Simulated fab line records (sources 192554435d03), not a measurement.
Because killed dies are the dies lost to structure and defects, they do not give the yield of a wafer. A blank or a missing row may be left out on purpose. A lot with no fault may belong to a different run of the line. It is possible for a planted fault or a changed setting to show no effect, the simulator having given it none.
Split-lot study    flow n5Finfet    route with 1938 steps; 7 lots, 21 wafers read

== THE SPLIT ITSELF ==
At N5_BEOL_M0_ETCH_109 (etches SiCN in CH3F/O2, target depth 8 nm, overetch 2.4 nm, time 27.4 s), the setting biasW was moved away from the recipe's 75 W on 8 of the 21 wafers read, by -17.5% to +7.3%. For the rest of the wafers, this setting stayed at what the recipe calls for.

The reading comes from the split's own step.

== THE READING ==
rfVppV, in V, at N5_BEOL_M0_ETCH_109 (etches SiCN in CH3F/O2, target depth 8 nm, overetch 2.4 nm, time 27.4 s). Typical for fault-free wafers on this fab line: 297.4 V, with standard deviation 1.5 V.

wafer   tool, chamber at the split  biasW as run, W  against the recipe  rfVppV, V  against lot-mates on the recipe
L075.1  rieDiel-05, 1               75               recipe              298.3      -
L075.2  rieDiel-05, 3               75               recipe              299.3      -
L075.3  rieDiel-05, 2               75               recipe              298.1      -
L076.3  rieDiel-01, 1               75               recipe              299.6      -
L076.4  rieDiel-01, 0               67.36            -10.2%              278.6      -19.8
L076.6  rieDiel-01, 1               75               recipe              297.1      -
L081.1  rieDiel-01, 3               67.31            -10.3%              276.4      -21.8
L081.2  rieDiel-01, 2               67.31            -10.3%              276.0      -22.2
L081.3  rieDiel-01, 1               75               recipe              298.2      -
L083.1  rieDiel-05, 2               75               recipe              295.9      -
L083.2  rieDiel-05, 3               75               recipe              299.1      -
L083.3  rieDiel-05, 2               75               recipe              297.0      -
L086.3  rieDiel-04, 0               75               recipe              294.7      -
L086.4  rieDiel-04, 3               65.84            -12.2%              274.9      -21.1
L086.6  rieDiel-04, 3               75               recipe              297.4      -
L089.1  rieDiel-04, 3               61.86            -17.5%              265.3      -34.1
L089.3  rieDiel-04, 1               61.86            -17.5%              262.2      -37.2
L089.4  rieDiel-04, 3               75               recipe              299.4      -
L090.4  rieDiel-01, 3               80.47            +7.3%               307.8      +10.7
L090.5  rieDiel-01, 3               80.47            +7.3%               309.1      +12.0
L090.6  rieDiel-01, 2               75               recipe              297.1      -

THE FIT
A straight line over all 21 wafers: rfVppV changes by +1.88 V for each +1% of biasW; r = +0.99; the points scatter about the line by 1.7 V.
The same after taking each lot's own level away (the mean of its wafers on the recipe; 21 wafers): +1.94 V for each +1%; r = +0.99; scatter 1.6 V.
That fit puts the effect of the largest move of biasW on the reading at 34 V.
The lots' own levels span 296.05 to 299.40 V, that is 2.2 times the standard deviation above.
Consequently the slope shifts little with the lot-to-lot level, the two slopes agreeing.
Check: for one of the wafers moved furthest among these (-17.5%), held out of the fit, the line's prediction against its lot-mates is -34.6 V. It came out at -34.1 V against them.
Tool readings at the split's step, against how far the setting was moved: rfVppV r = +0.99.

== OTHER SPLITS APPLIED TO THESE WAFERS ==
Note: prior to the reading, these wafers also went through further splits. Each is held against what the fit with the lots' levels taken away leaves over:
other split on the same wafers    wafers away from the commonest value  r with rfVppV (lot level and that fit taken away)
N5_BEOL_M0_CUTY_EXPOSE_54 doseMj  6                                     +0.17

== FILE'S OWN FIT ==
rfVppV changes by +1.94 V for each +1% of biasW, r = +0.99.
